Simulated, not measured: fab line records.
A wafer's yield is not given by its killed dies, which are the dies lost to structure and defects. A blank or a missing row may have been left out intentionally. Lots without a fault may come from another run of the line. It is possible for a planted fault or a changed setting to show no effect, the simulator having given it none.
fab line records -- flow n5Finfet
record lots=6, wafers=17, lastDay=18
route steps=1938 shown BEOL_M3@968 BEOL_M4@1111 PASSIVATION@1936
lots that met no fault: taken from a fault-free run of the same line
startH: hours from the record's opening day to when the first of the lot's shown wafers began -- waitH: hours since the lot's step before -- " repeats the value in the row above -- L1.1+2: several wafers, shown together as one row -- - no value, or no start given -- * or withheld: withheld -- < > ~ a bound
route shown NAME@n: names a module that has steps shown in the file, with the first one's number in the route -- usual: mean/standard deviation taken from wafers without a fault -- same: alike in all rows -- chamber/n: place in a boat -- sites: each site's reading -- _std_site: the values' standard deviation -- _edge_site: mean of outer sites minus mean of inner sites -- radiusMm: how far each site lies from the wafer's centre -- mask NAME#n: copy n -- behind: the most recent tool/chamber to have shaped the wafer -- hold: reason for holding the lot/hours on hold/outcome of the hold -- device: names the non-switching transistor (n, p or np) -- end of line: tests run on the same wafers once the route is complete -- a step given without rows: its recipe and nothing more -- killed: dies that structure and defects cost at the first sort, which is not the same as the wafer's yield -- map: shows each die of a wafer: x if killed, . if not, _ if none is there
set.NAME: the setting that was run; set.NAME@STEP: the one run at that earlier step -- model.NAME: the simulator's own value behind a step, which no gauge read
lots at selected steps of the route; one table per step, one row per wafer
services: a tool's chamber out of use, with start hour (startH, from the record's first day; less than 0 if before it), hours out, and reason
## steps
# step N5_BEOL_M3_INSPECT_30
# recipe mode=adi, inspectInstrument=brightfield
# usual rawDefectCount=435/100
lot.wafer,tool,chamber,startH,waitH,rawDefectCount
L831.1,defectInspect-02,-,144.44,0.1,494
L831.4,defectInspect-02,-,144.44,0.1,455
L831.5,defectInspect-02,-,144.44,0.1,277
L839.3,defectInspect-01,-,193.22,0.0,410
L839.5,defectInspect-01,-,193.22,0.0,376
L839.6,defectInspect-01,-,193.22,0.0,585
L840.4,defectInspect-02,-,196.48,0.0,523
L840.6,defectInspect-02,-,196.48,0.0,433
L843.2,defectInspect-02,-,223.95,0.0,222
L843.5,defectInspect-02,-,223.95,0.0,386
L843.6,defectInspect-02,-,223.95,0.0,434
L845.2,defectInspect-02,-,229.03,0.0,462
L845.5,defectInspect-02,-,229.03,0.0,552
L845.6,defectInspect-02,-,229.03,0.0,405
L853.2,defectInspect-01,-,301.22,0.0,298
L853.3,defectInspect-01,-,301.22,0.0,477
L853.6,defectInspect-01,-,301.22,0.0,480
# step N5_BEOL_M3_DESCUM_33
# recipe chemistry=O2, timeS=7, sourcePowerW=50, biasPowerW=20, pressureMtorr=20, rfFrequencyHz=2.712e+07, tempC=40, resist=CAR-EUV, o2FlowSccm=225
# step N5_BEOL_M3_ETCH_77
# recipe chemistry=N2/H2, target=underlayer, targetDepthA=65, maskMaterial=CAR-EUV, timeS=5.2, ionEnergyEv=200, pressureMtorr=30, sourceW=840, biasW=150, n2FlowSccm=200, h2FlowSccm=200, ends=cleared
# usual chamberPressureMTorr=30.00/0.042, drypumpMotorCurrentA=5.7/0.55, etchRfOnTimeS=5.21/0.13, h2FlowSccm=199.9/0.62, oesProductAu=0.67/0.074, rfVppV=523.9/2.5, showerheadPlenumPTorr=2.55/0.078, throttleValvePct=17.83/0.22
lot.wafer,tool,chamber,startH,waitH,chamberPressureMTorr,drypumpMotorCurrentA,etchRfOnTimeS,h2FlowSccm,oesProductAu,rfHoursCounterH,rfVppV,showerheadPlenumPTorr,throttleValvePct
L831.1,rieDiel-03,3,144.55,0.0,29.98,5.4,5.19,199.2,0.61,196,526.6,2.63,18.07
L831.4,rieDiel-03,0,144.55,0.0,30.01,6.5,5.30,200.1,0.57,238,525.0,2.62,17.94
L831.5,rieDiel-03,1,144.55,0.0,30.04,5.7,5.46,199.7,0.78,-,526.5,2.61,17.64
L839.3,rieDiel-06,1,193.29,0.0,30.01,5.0,5.26,198.7,0.62,218,522.4,2.50,17.75
L839.5,rieDiel-06,1,193.29,0.0,29.99,5.0,5.27,199.2,0.61,-,519.2,2.50,17.74
L839.6,rieDiel-06,2,193.29,0.0,29.99,5.0,5.14,200.7,0.76,-,521.9,2.49,17.45
L840.4,rieDiel-06,0,196.54,0.0,29.95,6.2,5.36,199.5,0.64,175,519.1,2.41,17.95
L840.6,rieDiel-06,2,196.54,0.0,30.03,5.0,5.19,199.3,0.75,-,521.9,2.49,17.42
L843.2,rieDiel-06,1,224.01,0.0,30.00,5.1,5.27,200.2,0.61,227,524.6,2.50,17.75
L843.5,rieDiel-06,2,224.01,0.0,29.90,5.0,5.22,199.4,0.74,-,522.7,2.49,17.45
L843.6,rieDiel-06,3,224.01,0.0,30.05,5.7,5.20,199.4,0.67,-,527.5,2.65,17.72
L845.2,rieDiel-01,3,229.10,0.0,29.99,5.9,5.45,200.3,0.61,203,520.5,2.43,18.09
L845.5,rieDiel-01,3,229.10,0.0,30.03,5.9,5.42,199.6,0.61,-,522.7,2.43,18.09
L845.6,rieDiel-01,2,229.10,0.0,30.06,6.0,4.99,200.4,0.68,-,521.9,2.55,17.84
L853.2,rieDiel-01,0,301.29,0.0,30.00,5.2,4.99,199.8,0.65,180,523.9,2.53,18.16
L853.3,rieDiel-01,1,301.29,0.0,30.04,4.8,5.17,201.4,0.59,229,523.7,2.61,17.88
L853.6,rieDiel-01,0,301.29,0.0,30.02,5.2,4.95,199.6,0.64,-,522.2,2.53,18.18
# step N5_BEOL_M3_ETCH_69
# recipe chemistry=CF4, target=SiARC, targetDepthA=156, maskMaterial=CAR-EUV, timeS=26, ionEnergyEv=80, pressureMtorr=40, sourceW=545, biasW=36, Ar_flow_sccm=100, cf4FlowSccm=100, ends=cleared
# step N5_BEOL_M3_ALD_98
# recipe material=SiO2, targetThkA=25, tempC=100, aldPrecursorFamily=BDEAS, aldCoReactant=O2-plasma, pulseTimeS=1, coReactantPulseTimeS=1, purgeTimeS=2, coReactantPurgeTimeS=2, aldCycles=17, pressureTorr=2
# usual chamberPressureTorr=2.000/0.0046, heaterPowerW=73/7.3, precursorPulseHeightRel=1.001/0.02
# same coReactantPurgeTimeS=2, purgeTimeS=2
lot.wafer,tool,chamber,startH,waitH,chamberPressureTorr,heaterPowerW,precursorPulseHeightRel
L831.1,aldSin-02,0,144.68,0.1,2.005,71,0.998
L831.4,aldSin-02,3,144.68,0.1,2.006,71,0.966
L831.5,aldSin-02,2,144.68,0.1,2.000,69,0.969
L839.3,aldSin-01,0,193.81,0.5,1.992,66,1.024
L839.5,aldSin-01,2,193.81,0.5,2.001,83,1.021
L839.6,aldSin-01,3,193.81,0.5,2.006,83,1.013
L840.4,aldSin-04,0,196.64,0.1,2.005,60,1.031
L840.6,aldSin-04,2,196.64,0.1,1.996,71,0.982
L843.2,aldSin-01,1,224.11,0.1,2.007,79,0.983
L843.5,aldSin-01,0,224.11,0.1,1.998,66,0.987
L843.6,aldSin-01,1,224.11,0.1,2.000,77,1.015
L845.2,aldSin-04,2,229.19,0.1,1.995,71,1.012
L845.5,aldSin-04,3,229.19,0.1,2.002,74,1.003
L845.6,aldSin-04,0,229.19,0.1,2.004,60,1.012
L853.2,aldSin-01,1,301.39,0.1,2.002,77,1.028
L853.3,aldSin-01,2,301.39,0.1,1.992,82,0.988
L853.6,aldSin-01,1,301.39,0.1,2.008,79,0.966
# step N5_BEOL_M3_ETCHBACK_99
# recipe chemistry=CHF3, target=SiO2, targetDepthA=50, timeS=10.4, sourceW=215, biasW=47, Ar_flow_sccm=200, CHF3_flow_sccm=12, ionEnergyEv=100, pressureMtorr=30
# usual chamberPressureMTorr=30.001/0.026, drypumpMotorCurrentA=5.7/0.53, oesProductAu=0.78/0.084, rfVppV=239/5.6, showerheadPlenumPTorr=2.15/0.061, throttleValvePct=17.08/0.25
lot.wafer,tool,chamber,startH,waitH,chamberPressureMTorr,drypumpMotorCurrentA,oesProductAu,rfHoursCounterH,rfVppV,showerheadPlenumPTorr,throttleValvePct
L831.1,rieDiel-03,0,147.16,2.4,30.025,6.5,0.67,239,248,2.20,16.96
L831.4,rieDiel-03,2,147.16,2.4,29.985,6.6,0.68,228,243,2.13,17.34
L831.5,rieDiel-03,0,147.16,2.4,30.013,6.5,0.67,-,249,2.20,16.97
L839.3,rieDiel-01,2,195.39,1.5,29.951,6.0,0.80,93,237,2.19,17.15
L839.5,rieDiel-01,2,195.39,1.5,29.990,6.0,0.80,-,236,2.19,17.16
L839.6,rieDiel-01,3,195.39,1.5,29.945,5.9,0.72,-,236,2.05,17.19
L840.4,rieDiel-01,2,200.14,3.4,30.026,6.0,0.80,94,235,2.19,17.16
L840.6,rieDiel-01,3,200.14,3.4,30.016,5.9,0.72,-,236,2.05,17.19
L845.2,rieDiel-03,3,235.82,6.6,30.028,5.5,0.69,229,237,2.21,17.29
L845.5,rieDiel-03,3,235.82,6.6,29.999,5.4,0.69,-,238,2.21,17.30
L845.6,rieDiel-03,0,235.82,6.6,29.984,6.5,0.96,-,249,2.19,16.59
L843.2,rieDiel-06,0,235.85,11.7,29.964,6.2,0.74,183,241,2.05,17.30
L843.5,rieDiel-06,2,235.85,11.7,30.022,4.9,0.89,-,245,2.10,16.63
L843.6,rieDiel-06,1,235.85,11.7,30.014,5.0,0.70,-,231,2.12,17.14
L853.2,rieDiel-01,3,305.56,4.1,30.000,5.9,0.70,225,236,2.04,17.25
L853.3,rieDiel-01,0,305.56,4.1,30.021,5.2,0.75,182,236,2.15,17.43
L853.6,rieDiel-01,2,305.56,4.1,30.018,6.0,0.77,-,237,2.18,17.22
# step N5_BEOL_M3_ETCH_70
# recipe chemistry=N2/H2, target=SOC, targetDepthA=800, overetchA=160, maskMaterial=SiARC, tempC=40, timeS=120, ionEnergyEv=200, pressureMtorr=30, sourceW=840, biasW=150, n2FlowSccm=200, h2FlowSccm=200
# step N5_BEOL_M3_STRIP_71
# recipe chemistry=N2/H2, tempC=40, n2FlowSccm=200, h2FlowSccm=200, rfFrequencyHz=6e+07
# step N5_BEOL_M3_STRIP_78
# recipe chemistry=N2/H2, tempC=40, n2FlowSccm=200, h2FlowSccm=200, rfFrequencyHz=6e+07
# step N5_BEOL_M3_VIA_ETCH_34
# recipe chemistry=C4F6/O2, targetDepthA=694, maskMaterial=SOC, pressureMtorr=15, ionEnergyEv=250, taperDeg=4, timeS=65.9, sourceW=350, biasW=170, Ar_flow_sccm=300, C4F6_flow_sccm=10, O2_flow_sccm=10
# step N5_BEOL_M3_STRIP_83
# recipe chemistry=C4F6/O2, resist=SiARC, rfFrequencyHz=6e+07
# step N5_BEOL_M3_STRIP_36
# recipe chemistry=N2/H2, powerW=450, tempC=40, pressureMtorr=20, rfFrequencyHz=6e+07, overashFraction=0.3, biasPowerW=7, h2Frac=0.5, n2FlowSccm=200, h2FlowSccm=200
# usual chamberPressureMTorr=20.00/0.032, drypumpMotorCurrentA=5.7/0.53, h2FlowSccm=200.0/0.62, oesProductAu=0.78/0.085, rfVppV=59.2/1.4, showerheadPlenumPTorr=2.54/0.075, throttleValvePct=23.64/0.23
lot.wafer,tool,chamber,startH,waitH,chamberPressureMTorr,drypumpMotorCurrentA,h2FlowSccm,oesProductAu,rfHoursCounterH,rfVppV,showerheadPlenumPTorr,throttleValvePct
L831.1,rieDiel-03,0,147.36,0.0,19.97,6.5,199.7,0.68,240,61.9,2.62,23.81
L831.4,rieDiel-03,2,147.36,0.0,20.04,6.6,200.8,0.68,228,61.1,2.50,23.46
L831.5,rieDiel-03,0,147.36,0.0,19.91,6.5,200.4,0.67,-,57.7,2.62,23.80
L839.3,rieDiel-01,2,195.59,0.0,19.98,6.0,199.8,0.79,93,56.5,2.55,23.65
L839.5,rieDiel-01,2,195.59,0.0,19.99,6.0,200.8,0.80,-,58.5,2.55,23.69
L839.6,rieDiel-01,3,195.59,0.0,20.07,5.9,201.1,0.74,-,58.9,2.43,23.96
L840.4,rieDiel-01,2,200.34,0.0,20.01,6.0,199.4,0.78,94,58.7,2.55,23.68
L840.6,rieDiel-01,3,200.34,0.0,20.04,5.9,199.7,0.72,-,59.1,2.43,23.99
L845.2,rieDiel-03,3,236.01,0.0,19.99,5.4,199.4,0.70,229,59.5,2.62,23.79
L845.5,rieDiel-03,3,236.01,0.0,19.98,5.4,199.3,0.69,-,60.1,2.62,23.76
L845.6,rieDiel-03,0,236.01,0.0,19.99,6.5,200.4,0.96,-,59.2,2.61,23.63
L843.2,rieDiel-06,0,236.05,0.0,20.02,6.2,199.1,0.74,183,59.5,2.40,23.69
L843.5,rieDiel-06,2,236.05,0.0,19.98,5.0,200.3,0.88,-,58.8,2.48,23.30
L843.6,rieDiel-06,1,236.05,0.0,20.05,5.1,199.2,0.72,-,57.7,2.49,23.31
L853.2,rieDiel-01,3,305.75,0.0,19.99,5.9,200.0,0.71,225,59.3,2.42,24.02
L853.3,rieDiel-01,0,305.75,0.0,20.01,5.2,199.7,0.73,182,59.4,2.52,23.99
L853.6,rieDiel-01,2,305.75,0.0,19.99,6.0,199.5,0.76,-,59.9,2.54,23.73
# step N5_BEOL_M3_TRENCH_ETCH_37
# recipe chemistry=C4F6/O2, targetDepthA=555.55, target=SiOC, timeS=29.2, ionEnergyEv=250, pressureMtorr=30, sourceW=355, biasW=185, Ar_flow_sccm=300, C4F6_flow_sccm=10, O2_flow_sccm=10
# usual chamberPressureMTorr=29.999/0.027, drypumpMotorCurrentA=5.7/0.53, oesProductAu=0.78/0.083, rfVppV=663/15, runLengthS=52.5/0.44, showerheadPlenumPTorr=2.85/0.077, throttleValvePct=20.86/0.25
lot.wafer,tool,chamber,startH,waitH,chamberPressureMTorr,drypumpMotorCurrentA,oesProductAu,rfHoursCounterH,rfVppV,runLengthS,showerheadPlenumPTorr,throttleValvePct,model.BEOL_M3.featureDepthNm,model.etch.depthNm,model.TiN_of_BEOL_M3_HM_DEP_02.thkNm
L831.1,rieDiel-03,0,147.40,-,30.003,6.5,0.67,240,687,53.2,2.91,20.67,54.8,54.74,17.8
L831.4,rieDiel-03,2,147.40,-,30.000,6.6,0.67,228,670,52.5,2.82,21.10,54.2,54.15,18
L831.5,rieDiel-03,0,147.40,-,30.027,6.5,0.67,-,688,52.5,2.91,20.67,54.8,54.76,17.8
L839.3,rieDiel-01,2,195.63,-,29.974,6.0,0.80,93,653,41.3,2.90,21.00,36.4,36.49,18.8
L839.5,rieDiel-01,2,195.63,-,29.925,6.0,0.80,-,651,52.2,2.90,21.01,56.6,56.52,18.2
L839.6,rieDiel-01,3,195.63,-,30.017,5.9,0.73,-,651,52.6,2.72,20.96,53.8,53.73,18.2
L840.4,rieDiel-01,2,200.38,-,29.982,6.0,0.80,94,652,41.3,2.90,20.99,36.6,36.52,18.6
L840.6,rieDiel-01,3,200.38,-,30.032,5.9,0.73,-,652,52.3,2.72,20.96,53.4,53.37,17.8
L845.2,rieDiel-03,3,236.05,-,29.987,5.4,0.69,229,656,52.5,2.92,21.05,55.6,55.69,17.6
L845.5,rieDiel-03,3,236.05,-,29.996,5.5,0.69,-,656,52.6,2.92,21.03,55.4,55.4,17.6
L845.6,rieDiel-03,0,236.05,-,29.935,6.5,0.96,-,687,52.4,2.90,20.40,56.4,56.43,17.4
L843.2,rieDiel-06,0,236.09,-,29.962,6.2,0.74,183,669,52.6,2.72,21.06,54.2,54.2,17.2
L843.5,rieDiel-06,2,236.09,-,29.991,5.0,0.88,-,675,52.4,2.79,20.41,56.2,56.11,17.4
L843.6,rieDiel-06,1,236.09,-,30.022,5.1,0.70,-,642,53.2,2.81,20.88,54,53.94,17.6
L853.2,rieDiel-01,3,305.79,-,29.953,5.9,0.70,225,655,53.0,2.70,21.00,53.4,53.44,17.8
L853.3,rieDiel-01,0,305.79,-,29.978,5.2,0.74,182,653,52.6,2.84,21.25,57,56.92,17.4
L853.6,rieDiel-01,0,305.79,-,30.017,5.2,0.74,-,653,52.3,2.84,21.23,56.8,56.72,17.4
# step N5_BEOL_M3_ETCH_41
# recipe chemistry=CH3F/O2, target=SiCN, targetDepthA=299, taperDeg=2, timeS=52.5, ionEnergyEv=120, maskMaterial=TiN, pressureMtorr=30, sourceW=395, biasW=75, Ar_flow_sccm=150, CH3F_flow_sccm=30, O2_flow_sccm=20
# usual CH3F_flow_sccm=29.99/0.098, chamberPressureMTorr=30.00/0.03, drypumpMotorCurrentA=5.7/0.54, oesProductAu=0.78/0.084, rfVppV=297.3/1.5, runLengthS=75.8/0.42, showerheadPlenumPTorr=2.01/0.056, throttleValvePct=16.33/0.24
lot.wafer,tool,chamber,startH,waitH,CH3F_flow_sccm,chamberPressureMTorr,drypumpMotorCurrentA,oesProductAu,rfHoursCounterH,rfVppV,runLengthS,showerheadPlenumPTorr,throttleValvePct
L831.1,rieDiel-03,0,-,-,29.96,29.97,6.5,0.67,240,298.6,75.9,2.05,16.25
L831.4,rieDiel-03,2,-,-,30.00,30.06,6.6,0.68,228,295.2,76.0,1.98,16.64
L831.5,rieDiel-03,0,-,-,29.87,29.99,6.5,0.67,-,299.9,76.4,2.05,16.24
L839.3,rieDiel-01,2,-,-,30.00,29.99,6.0,0.80,93,297.5,75.0,2.03,16.36
L839.5,rieDiel-01,2,-,-,30.17,30.03,6.0,0.80,-,298.3,75.5,2.03,16.36
L839.6,rieDiel-01,3,-,-,29.81,30.02,5.9,0.73,-,294.7,75.9,1.91,16.46
L840.4,rieDiel-01,2,-,-,29.98,29.93,6.0,0.80,94,299.0,75.1,2.03,16.37
L840.6,rieDiel-01,3,-,-,29.93,30.02,5.9,0.72,-,295.4,75.7,1.91,16.47
L845.2,rieDiel-03,3,-,-,29.87,30.03,5.4,0.69,229,297.7,76.4,2.06,16.57
L845.5,rieDiel-03,3,-,-,29.94,29.98,5.4,0.70,-,298.6,75.9,2.06,16.58
L845.6,rieDiel-03,0,-,-,30.05,30.03,6.5,0.95,-,298.7,76.1,2.04,15.85
L843.2,rieDiel-06,0,-,-,29.87,30.06,6.2,0.74,183,296.4,75.9,1.91,16.54
L843.5,rieDiel-06,2,-,-,29.87,29.98,5.0,0.88,-,296.6,75.3,1.96,15.85
L843.6,rieDiel-06,1,-,-,29.79,30.00,5.1,0.71,-,297.1,76.7,1.97,16.39
L853.2,rieDiel-01,1,-,-,29.90,29.98,4.9,0.68,230,298.1,76.1,2.04,16.35
L853.3,rieDiel-01,2,-,-,30.18,30.00,6.0,0.77,124,297.4,75.0,2.02,16.43
L853.6,rieDiel-01,2,-,-,30.12,30.01,6.0,0.77,-,296.1,75.3,2.02,16.41
# step N5_BEOL_M3_STRIP_97
# recipe chemistry=N2/H2, timeS=10, powerW=450, tempC=40, pressureMtorr=20, rfFrequencyHz=6e+07, biasPowerW=7, n2FlowSccm=200, h2FlowSccm=200
# step N5_BEOL_M3_OCD_MEAS_38
# usual trenchDepthNm=55.3/1.2
lot.wafer,tool,chamber,startH,waitH,trenchDepthNm
L831.1,ocd-01,-,147.55,-,54.9
L831.4,ocd-01,-,147.55,-,54.5
L831.5,ocd-01,-,147.55,-,54.5
L839.3,ocd-02,-,195.78,-,36.5
L839.5,ocd-02,-,195.78,-,56.7
L839.6,ocd-02,-,195.78,-,53.5
L840.4,ocd-02,-,200.54,-,36.6
L840.6,ocd-02,-,200.54,-,53.3
L845.2,ocd-02,-,236.22,-,55.8
L845.5,ocd-02,-,236.22,-,55.5
L845.6,ocd-02,-,236.22,-,56.0
L843.2,ocd-01,-,236.24,-,54.7
L843.5,ocd-01,-,236.24,-,56.1
L843.6,ocd-01,-,236.24,-,54.1
L853.2,ocd-02,-,305.95,-,53.5
L853.3,ocd-02,-,305.95,-,57.3
L853.6,ocd-02,-,305.95,-,56.5
# step N5_BEOL_M3_HM_STRIP_39
# recipe chemistry=peroxideTinStrip, material=TiN, targetDepthA=250, tempC=50, timeS=158
# step N5_BEOL_M4_RC_MEAS_101
# usual DIBL_N=36.2/1.6, DIBL_P=36.5/1.9, IOFF_N=0.158/0.027, IOFF_P=0.21/0.038, ION_N=675/12, ION_P=464/8.9, SS_N=71.5/0.61, SS_P=73.4/0.59, VT_N=250.4/3, VT_P=-250/3.6
lot.wafer,tool,chamber,startH,waitH,DIBL_N[mV/V],DIBL_P[mV/V],IOFF_N[nA/um],IOFF_P[nA/um],ION_N[uA/um],ION_P[uA/um],SS_N[mV/dec],SS_P[mV/dec],VT_N[mV],VT_P[mV]
L831.1,prober-02,0,167.19,0.0,36.5,37.6,0.160,0.24,673,467,72.0,73.2,250.8,-250
L831.4,prober-02,0,167.19,0.0,36.1,37.2,0.158,0.22,674,460,70.8,73.3,249.6,-251
L831.5,prober-02,0,167.19,0.0,35.6,36.8,0.149,0.21,672,464,71.8,72.6,252.1,-249
L839.3,prober-01,0,212.85,0.3,36.4,34.1,0.138,0.15,662,449,71.5,73.1,253.4,-258
L839.5,prober-01,0,212.85,0.3,34.5,33.1,0.119,0.14,654,447,70.9,73.1,253.1,-257
L839.6,prober-01,0,212.85,0.3,36.6,35.9,0.148,0.18,676,458,71.7,73.3,249.8,-255
L840.4,prober-02,0,219.45,0.5,37.5,40.1,0.211,0.26,686,471,71.5,74.4,246.2,-247
L840.6,prober-02,0,219.45,0.5,36.1,37.4,0.163,0.22,684,467,71.0,73.6,250.5,-250
L843.2,prober-02,0,251.92,0.2,37.5,36.8,0.179,0.19,681,457,71.9,73.6,247.8,-254
L843.5,prober-02,0,251.92,0.2,36.1,36.3,0.158,0.19,672,458,71.3,73.7,247.3,-254
L843.6,prober-02,0,251.92,0.2,38.3,38.2,0.206,0.22,679,458,71.7,73.7,246.7,-253
L845.2,prober-01,0,255.40,0.2,38.5,39.4,0.208,0.28,680,473,72.2,74.3,245.6,-246
L845.5,prober-01,0,255.40,0.2,38.5,40.3,0.212,0.31,684,476,72.4,73.7,245.3,-244
L845.6,prober-01,0,255.40,0.2,38.3,40.2,0.207,0.32,690,483,71.5,74.5,246.2,-244
L853.2,prober-02,0,320.73,0.2,32.1,32.0,0.105,0.19,649,463,69.8,72.3,255.3,-249
L853.3,prober-02,0,320.73,0.2,34.7,35.8,0.149,0.24,675,474,71.5,73.7,248.6,-242
L853.6,prober-02,0,320.73,0.2,35.4,36.2,0.154,0.25,672,472,72.1,73.5,249.7,-245
# step N5_PASSIVATION_PROBE_49
# usual defectLimitedYield=91.3/1.7, killed_at_M0_to_M3=33/11, killed_at_M4_up=14/5.5, killedAtContacts=13/6.5, killedAtFrontEnd=39/13, killedAtOther=3.4/2.9, killedDies=103/20, killedOpen=69/15, killedShort=32/8.1, sort_bin_5_function=5.1/1.1, sort_bin_6_memory=3.3/0.74, sort_bin_8_speed=0.00/0.014, sortNPass=1077/20, sortYieldPct=91.3/1.7
# same grossDies=1180, killedAtBackSide=0, sort_bin_4_leakage[%]=0
lot.wafer,tool,chamber,startH,waitH,defectLimitedYield[%],killed_at_M0_to_M3,killed_at_M4_up,killedAtContacts,killedAtFrontEnd,killedAtOther,killedDies,killedOpen,killedShort,sort_bin_5_function[%],sort_bin_6_memory[%],sort_bin_8_speed[%],sortNPass,sortYieldPct[%]
L843.2,prober-02,-,362.79,0.1,91.9,32,14,12,36,1,95,70,24,4.7,3.1,0,1085,91.9
L843.5,prober-02,-,362.94,0.2,89.5,55,28,9,29,3,124,87,36,6.2,3.9,0,1056,89.5
# killed by level:class
L843.2 FIN_SAQP:geometricParticle:open=15 MOL_CONTACT_COAG:geometricParticle:open=11 BEOL_M0_SAQP:geometricParticle:open=8 BEOL_M1:geometricParticle:open=7 FIN_SAQP:geometricParticle:short=5 BEOL_M0_SAQP:geometricParticle:short=5 BEOL_M3:geometricParticle:open=5 DUMMY_GATE:geometricParticle:open=4
L843.5 BEOL_M1:geometricParticle:open=15 FIN_SAQP:geometricParticle:open=12 BEOL_M0_SAQP:geometricParticle:open=12 BEOL_M4:geometricParticle:open=12 BEOL_M0_SAQP:geometricParticle:short=11 MOL_CONTACT_COAG:geometricParticle:open=9 FIN_SAQP:geometricParticle:short=4 BEOL_M0:geometricParticle:open=4
## services
tool,chamber,startH,hours,kind
rieDiel-03,-,123.78,2.8,pm
rieDiel-06,0,160.21,2.8,repair
aldSin-01,-,178.05,14.0,pm
rieDiel-03,0,178.59,-,clean
rieDiel-03,0,178.59,-,consumableReplace:focusRing
rieDiel-03,0,178.59,26.3,scheduledDown
rieDiel-03,0,178.59,26.3,ventCycle
aldSin-04,-,210.37,2.8,pm
rieDiel-06,0,213.00,3.4,repair
rieDiel-03,2,217.30,-,clean
rieDiel-03,2,217.30,-,consumableReplace:focusRing
rieDiel-03,2,217.30,20.1,scheduledDown
rieDiel-03,2,217.30,20.1,ventCycle
aldSin-04,-,219.39,0.8,repair
rieDiel-01,1,226.18,3.6,repair
aldSin-01,2,226.88,7.2,repair
rieDiel-01,0,241.59,12.8,repair
aldSin-02,-,250.84,3.2,repair
rieDiel-03,2,266.47,4.2,repair
aldSin-04,-,268.25,14.0,pm
rieDiel-06,1,290.13,8.6,repair
rieDiel-01,-,294.76,1.2,repair
aldSin-02,2,302.55,1.9,repair
rieDiel-03,3,303.82,-,clean
## key
firstSign step=N5_BEOL_M3_TRENCH_ETCH_37, reading=runLengthS, direction=down, sigmas=25, usual=*, struck=*
effect step=N5_BEOL_M3_OCD_MEAS_38, reading=trenchDepthNm, direction=down, sigmas=15, usual=55.3, struck=36.6
modelEffect step=N5_BEOL_M3_TRENCH_ETCH_37, value=BEOL_M3.featureDepthNm, without=57, struck=36.5
metAt N5_BEOL_M3_TRENCH_ETCH_37
struckWafers L839.3,L840.4
fault kind=processParameterDrift, tool=rieDiel-01, chamber=-, onsetH=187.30, steps=N5_BEOL_M3_TRENCH_ETCH_37, channel=timeS, offset=*, shape=step, endH=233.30, scope=struckWafersOnly, actsIn=*, stated=*
